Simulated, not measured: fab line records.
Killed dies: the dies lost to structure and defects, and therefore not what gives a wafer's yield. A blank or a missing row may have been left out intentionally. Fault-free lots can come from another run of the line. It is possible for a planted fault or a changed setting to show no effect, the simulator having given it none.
Chamber matching | flow n5Finfet | N5_BEOL_M0_CUTY_ETCH_63 on rieDiel-01: 4 sister chambers
The step etches SOC in N2/H2, target depth 82.7 nm, overetch 16.5 nm, time 124 s. 4 wafers are shown with their chamber, then 11 later ones without.

== WAFERS WITH THEIR CHAMBER ==
wafer  | chamber | showerheadPlenumPTorr (Torr)
L083.2 | 2       | 2.61
L086.4 | 1       | 2.69
L086.5 | 0       | 2.42
L087.1 | 3       | 2.66

== WAFERS MISSING THEIR CHAMBER ==
wafer  | showerheadPlenumPTorr (Torr)
L087.4 | 2.66
L087.5 | 2.69
L089.1 | 2.69
L089.2 | 2.65
L089.4 | 2.61
L092.4 | 2.42
L092.5 | 2.65
L092.6 | 2.42
L096.1 | 2.41
L096.3 | 2.68
L096.4 | 2.65

== THE CHAMBER EACH PASSED THROUGH ==
wafer  | from the rows above     | in truth
L087.4 | 3                       | 3
L087.5 | 1                       | 1
L089.1 | 1                       | 1
L089.2 | 3                       | 3
L089.4 | 2                       | 2
L092.4 | 0                       | 0
L092.5 | 3                       | 3
L092.6 | 0                       | 0
L096.1 | 0                       | 0
L096.3 | can't be placed: 1 or 3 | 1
L096.4 | 3                       | 3
Placed correctly: 10 of 11. These rows do not allow placing 1 (true chamber among the candidates in 1). 0 placed wrongly.
How it was worked out, from the rows above alone: a wafer's distance from a chamber is the root of the sum, over the readings, of the square of ((its reading less the chamber's mean) divided by the reading's scatter). The wafer belongs to the nearest chamber; if the next one is less than 2 further off, it can't be placed. The mean given for a chamber averages the wafers shown for that chamber. The scatter: with one shown wafer a chamber, the root of the mean of the squares of how far each hidden wafer lies from its nearest shown one.
